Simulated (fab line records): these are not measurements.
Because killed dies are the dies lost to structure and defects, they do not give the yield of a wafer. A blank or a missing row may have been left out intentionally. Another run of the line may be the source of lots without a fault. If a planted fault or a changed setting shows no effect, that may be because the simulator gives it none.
Matching of chambers ; flow n5-finfet ; 4 sister chambers for N5_GATE_CUT_CMP_43 on cmp-03
The step polishes SiO2. 18 wafers are shown with their chamber, then 9 later ones without.

## EACH WAFER AND ITS CHAMBER
wafer;chamber;motor-current-A (A);slurry-filter-dp-kPa (kPa)
L074.1;1;13.4;13.28
L074.3;2;12.7;13.74
L074.6;2;12.7;13.61
L075.1;3;15.1;13.65
L075.3;0;11.3;13.49
L075.4;1;13.4;13.37
L078.2;2;13.5;13.63
L078.3;1;13.6;13.46
L078.6;1;13.7;13.54
L079.3;0;10.8;13.36
L079.5;0;10.8;13.58
L079.6;3;14.6;13.68
L082.2;1;13.8;13.38
L082.4;3;14.4;13.50
L082.5;2;12.2;13.62
L083.1;3;14.2;13.57
L083.2;2;12.3;13.91
L083.4;1;12.8;13.50

SIGNATURES, as means of the wafers listed above
reading;chamber 0;chamber 1;chamber 2;chamber 3;scatter within a chamber
motor-current-A;10.967;13.450;12.680;14.575;0.405
slurry-filter-dp-kPa;13.4767;13.4217;13.7020;13.6000;0.105
Rule: distance of a wafer from a chamber = root of the sum over the readings of ((wafer's reading minus chamber's mean) / reading's scatter) squared. If the next closest chamber is less than 2 further off than the closest, the wafer can't be placed; otherwise it belongs to the closest. The scatter is the square root of a quotient: the sum, over the shown wafers, of each reading's squared deviation from its chamber's mean, divided by wafers minus chambers.

## WAFERS MISSING THEIR CHAMBER
wafer;motor-current-A (A);slurry-filter-dp-kPa (kPa)
L089.1;13.7;13.48
L089.3;10.6;13.47
L089.6;11.2;13.78
L092.1;15.1;13.23
L092.4;12.9;13.58
L092.5;14.6;13.63
L096.1;13.2;13.37
L096.4;11.2;13.53
L096.5;12.8;13.33

## CHAMBER TAKEN BY EACH
wafer;from the rows above;in truth
L089.1;can't be placed: 1 or 3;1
L089.3;0;0
L089.6;can't be placed: 0 or 2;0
L092.1;can't be placed: 3 or 1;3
L092.4;can't be placed: 2 or 1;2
L092.5;3;3
L096.1;1;1
L096.4;0;0
L096.5;can't be placed: 1 or 2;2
Correctly placed: 4 of 9. From these rows, 5 cannot be placed; in 5 the true chamber is one of the candidates. 0 placed wrongly.
